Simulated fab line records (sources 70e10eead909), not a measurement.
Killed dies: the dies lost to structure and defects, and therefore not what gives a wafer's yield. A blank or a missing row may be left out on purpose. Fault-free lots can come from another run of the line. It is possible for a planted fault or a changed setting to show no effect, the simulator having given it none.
Matching of chambers -- flow nand-harc -- rie-diel-13 running NHARC_P_BONDPAD_ACTIVATE_29: 4 sister chambers
The step chemistry N2, time 60 s. 22 wafers are shown with their chamber, then 11 later ones without.

== WAFERS PAIRED WITH THEIR CHAMBERS ==
wafer,chamber,showerhead-plenum-p-Torr (Torr),drypump-motor-current-A (A),rf-vpp-V (V)
L720.4,2,1.81,5.63,63.3
L720.5,3,1.82,6.05,63.8
L720.6,2,1.81,5.64,66.4
L721.4,3,1.82,6.08,65.1
L721.5,1,1.72,5.62,64.3
L721.6,0,1.77,5.82,65.0
L722.1,2,1.81,5.63,64.8
L722.3,3,1.82,6.08,66.1
L722.4,1,1.72,5.63,63.6
L725.2,0,1.77,5.76,64.8
L725.5,0,1.77,5.77,64.1
L725.6,3,1.82,6.11,65.8
L726.3,3,1.82,6.08,64.3
L726.5,0,1.77,5.72,64.0
L726.6,3,1.82,6.07,65.2
L727.2,3,1.82,6.10,63.5
L727.4,2,1.81,5.63,64.0
L727.6,0,1.77,5.77,65.0
L728.1,3,1.81,6.06,64.5
L728.4,0,1.77,5.73,64.6
L728.5,2,1.81,5.61,64.1
L731.1,1,1.72,5.63,62.9

SIGNATURES (means of the wafers above)
reading,chamber 0,chamber 1,chamber 2,chamber 3,scatter within a chamber
showerhead-plenum-p-Torr,1.7700,1.7200,1.8100,1.8188,0.0022
drypump-motor-current-A,5.7617,5.6267,5.6280,6.0788,0.023
rf-vpp-V,64.583,63.600,64.520,64.787,0.865
Rule: for a wafer and a chamber, the distance is found by dividing, reading by reading, the gap between the wafer's reading and the chamber's mean by the reading's scatter, squaring, summing and taking the root. If the next closest chamber is less than 2 further off than the closest, the wafer can't be placed; otherwise it belongs to the closest. The scatter: the root of (the sum of the squares of (reading less its chamber's mean) over the shown wafers, divided by (wafers less chambers)).

== WAFERS WITH NO CHAMBER GIVEN ==
wafer,showerhead-plenum-p-Torr (Torr),drypump-motor-current-A (A),rf-vpp-V (V)
L731.3,1.77,5.78,64.1
L731.6,1.77,5.77,64.2
L730.1,1.77,5.76,64.4
L730.2,1.81,6.07,64.3
L730.3,1.81,5.62,64.7
L732.1,1.81,5.68,62.5
L732.2,1.72,5.65,65.2
L732.6,1.72,5.61,65.6
L742.2,1.81,5.65,63.8
L742.4,1.81,6.08,66.3
L742.6,1.76,5.79,63.5

== EACH ONE'S CHAMBER ==
wafer,from the rows above,in truth
L731.3,0,0
L731.6,0,0
L730.1,0,0
L730.2,3,3
L730.3,2,2
L732.1,2,2
L732.2,1,1
L732.6,1,1
L742.2,2,2
L742.4,3,3
L742.6,0,0
11 of 11 placed correctly. Not placeable from these rows: 0. Wrongly placed: 0.
